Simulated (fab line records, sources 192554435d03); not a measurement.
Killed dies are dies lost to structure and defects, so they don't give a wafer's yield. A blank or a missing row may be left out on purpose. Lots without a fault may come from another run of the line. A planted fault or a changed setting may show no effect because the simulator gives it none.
Which tool did it? | flow n5_finfet | 12 lots, 36 wafers sampled, at 2 steps of a route of 1938

WHAT THE GAUGES READ, wafer by wafer
N5_BEOL_M4_CD_MEAS_35: target cd 18 nm, target cd y 22.4 nm.
lot  | measured     | on        | cd_nm (nm)
L075 | day 8 06:32  | cd_sem-02 | 18.4 17.3 16.8
L076 | day 8 17:40  | cd_sem-03 | 17.9 18.1 17.8
L079 | day 9 00:49  | cd_sem-03 | 17.7 18.1 17.9
L081 | day 9 03:20  | cd_sem-01 | 18.7 18.0 17.8
L083 | day 10 12:57 | cd_sem-01 | 19.1 19.0 18.9
L085 | day 11 10:58 | cd_sem-03 | 17.5 18.4 18.5
L088 | day 11 23:02 | cd_sem-03 | 18.0 19.1 19.1
L090 | day 12 15:47 | cd_sem-03 | 18.4 18.1 18.0
L091 | day 13 07:09 | cd_sem-01 | 18.4 17.4 18.5
L095 | day 13 13:17 | cd_sem-02 | 18.8 18.4 18.2
L097 | day 13 21:20 | cd_sem-03 | 18.1 18.2 17.7
L096 | day 14 09:28 | cd_sem-02 | 18.4 18.4 18.6

WHICH TOOL RAN EACH LOT (tool, then ch and the chambers of the sampled wafers, then the start)
lot  | N5_BEOL_M4_STRIP_97
L075 | rie_diel-04 ch 1,2,3, day 8 06:32 or earlier
L076 | rie_diel-06 ch 0,2,3, day 8 17:40 or earlier
L079 | rie_diel-05 ch 0,3, day 9 00:49 or earlier
L081 | rie_diel-06 ch 0,2,3, day 9 03:20 or earlier
L083 | rie_diel-06 ch 1,2, day 10 12:57 or earlier
L085 | rie_diel-05 ch 0,1,2, day 11 10:58 or earlier
L088 | rie_diel-05 ch 0,1,2, day 11 23:02 or earlier
L090 | rie_diel-04 ch 2,3, day 12 15:47 or earlier
L091 | rie_diel-04 ch 0,1,2, day 13 07:09 or earlier
L095 | rie_diel-04 ch 0,1,3, day 13 13:17 or earlier
L097 | rie_diel-05 ch 0,2, day 13 21:20 or earlier
L096 | rie_diel-05 ch 0,1, day 14 09:28 or earlier
- N5_BEOL_M4_STRIP_97: strips in N2/H2, time 10 s.

THE ANSWER, worked out from the rows above alone
Rule: what is usual is taken from the lots themselves. Put in order of their means at a reading, lots are off if they are a third of the lots or fewer, leave a main group of 4 or more, and stand apart from it by a gap of 3 or more times the standard deviation of the main group's means; of several such gaps the widest counts. A main group whose means are all the same, to the digits that the tables above print for the reading, isn't used. A lot without any number at a reading at which 4 lots or more have one is off too. The other lots that the step has rows for count as sound.
No lot is off at any reading shown: from this, nothing can be told.

WHAT THE SIMULATOR HAD PUT IN
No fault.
